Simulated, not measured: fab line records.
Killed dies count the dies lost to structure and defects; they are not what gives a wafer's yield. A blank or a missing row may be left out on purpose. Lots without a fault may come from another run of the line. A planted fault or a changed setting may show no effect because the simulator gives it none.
Split-lot trial	flow n5 finfet	7 lots, 21 wafers read, on a route of 1938 steps

ON THE SPLIT
At N5_FIN_SAQP_COAT_49 (time 60 s, resist thk 100 nm), the setting spin rpm was moved away from the recipe's 1500 rpm on 8 of the 21 wafers read, by -9.4% to +10.8%. All remaining wafers had this setting at the recipe value.

FROM THE SPLIT TO THE READING: what the file shows between them, 8 steps
- N5_FIN_SAQP_COAT_50: time 60 s, resist thk 35 nm
- N5_FIN_SAQP_COAT_10: resist thk 90 nm
- N5_FIN_SAQP_DESCUM_21: chemistry O2, time 7.9 s
- N5_FIN_SAQP_ETCH_51: etches SiARC in CF4, target depth 45.5 nm, time 75.8 s
- N5_FIN_SAQP_ETCH_52: etches SOC in N2/H2, target depth 100 nm, overetch 20 nm, time 150 s
- N5_FIN_SAQP_STRIP_53: strips in N2/H2
- N5_FIN_SAQP_HM_OPEN_73: chemistry CHF3/O2, target SiO2, stops on a-Si, target depth 12 nm, time 16.8 s
- N5_FIN_SAQP_STRIP_74: strips in CHF3/O2

THE READING
SOC_of_FIN_SAQP_COAT_49.thk nm (the simulator's own value, which no gauge read), in nm, at N5_FIN_SAQP_MANDREL_ETCH_22 (etches a-Si in HBr/Cl2, stops on SiNx, target depth 60 nm, bt time 10 s, time 30 s). There is no usual value for it anywhere in the file. Average 76.29 nm, standard deviation 0.29 nm, over the 13 wafers here run with the recipe.

wafer	tool, chamber at the split	spin rpm as run, rpm	against the recipe	SOC_of_FIN_SAQP_COAT_49.thk nm, nm	against lot-mates on the recipe
L080.2	litho track-02, 0	1500	recipe	75.95	-
L080.3	litho track-02, 0	1500	recipe	75.93	-
L080.4	litho track-02, 0	1359	-9.4%	81.17	+5.23
L081.1	litho track-03, 0	1500	recipe	76.59	-
L081.4	litho track-03, 0	1500	recipe	76.11	-
L081.5	litho track-03, 0	1662	+10.8%	71.06	-5.29
L085.1	litho track-02, 0	1500	recipe	76.31	-
L085.2	litho track-02, 0	1500	recipe	76.57	-
L085.5	litho track-02, 0	1500	recipe	76.48	-
L086.2	litho track-04, 0	1621	+8.1%	71.92	-4.17
L086.4	litho track-04, 0	1500	recipe	76.09	-
L086.6	litho track-04, 0	1621	+8.1%	71.75	-4.34
L088.3	litho track-03, 0	1500	recipe	76.84	-
L088.4	litho track-03, 0	1615	+7.7%	72.99	-3.85
L088.5	litho track-03, 0	1615	+7.7%	72.96	-3.88
L089.3	litho track-04, 0	1500	recipe	76.14	-
L089.4	litho track-04, 0	1500	recipe	75.88	-
L089.6	litho track-04, 0	1650	+10.0%	71.13	-4.88
L097.1	litho track-03, 0	1500	recipe	76.53	-
L097.3	litho track-03, 0	1500	recipe	76.3	-
L097.6	litho track-03, 0	1442	-3.9%	78.33	+1.92

THE FIT
A straight line over all 21 wafers: SOC_of_FIN_SAQP_COAT_49.thk nm changes by -0.503 nm for each +1% of spin rpm; r = -0.99; the points scatter about the line by 0.33 nm.
The same after taking each lot's own level away (the mean of its wafers on the recipe; 21 wafers): -0.514 nm for each +1%; r = -1.00; scatter 0.17 nm.
According to that fit, moving spin rpm by its largest amount changes the reading by 5.6 nm.
The span of the lots' own levels, 75.940 to 76.840 nm, comes to 3.1 times the standard deviation stated above.
Consequently the slope shifts little with the lot-to-lot level, the two slopes agreeing.
Check: -5.58 nm against its lot-mates is what the line predicts for one of the wafers moved furthest among these (+10.8%) when that wafer is left out of the fit. Against them it came out at -5.29 nm.

ADDITIONAL SPLITS CARRIED BY THESE WAFERS
Other splits were also applied to these wafers ahead of the reading. Each is held against what the fit with the lots' levels taken away leaves over:
other split on the same wafers	wafers away from the commonest value	r with SOC_of_FIN_SAQP_COAT_49.thk nm (lot level and that fit taken away)
N5_WELL_APT_EXPOSE_22 dose mj	7	-0.15
N5_WELL_APT_PEB_23 peb temp c	9	+0.17
N5_FIN_SAQP_HM_DEP_72 time s	7	-0.15

THE WHOLE CHAIN: every reading that the file lists as answering this split, in the file's order
step	what it does	reading	change (the file's fit)	r (the file's)
N5_FIN_SAQP_COAT_49	time 60 s, resist thk 100 nm	SOC_of_FIN_SAQP_COAT_49.thk nm (the simulator's own value, which no gauge read)	-0.495 nm for each +1% of the setting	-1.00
N5_FIN_SAQP_ETCH_52	etches SOC in N2/H2, target depth 100 nm, overetch 20 nm, time 150 s	etch.depth nm (the simulator's own value, which no gauge read)	-0.495 nm for each +1% of the setting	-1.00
N5_FIN_SAQP_MANDREL_ETCH_22	etches a-Si in HBr/Cl2, stops on SiNx, target depth 60 nm, bt time 10 s, time 30 s	SOC_of_FIN_SAQP_COAT_49.thk nm (the simulator's own value, which no gauge read)	-0.51 nm for each +1% of the setting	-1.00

THE FILE'S OWN FIT
SOC_of_FIN_SAQP_COAT_49.thk nm changes by -0.51 nm for each +1% of spin rpm, r = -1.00.
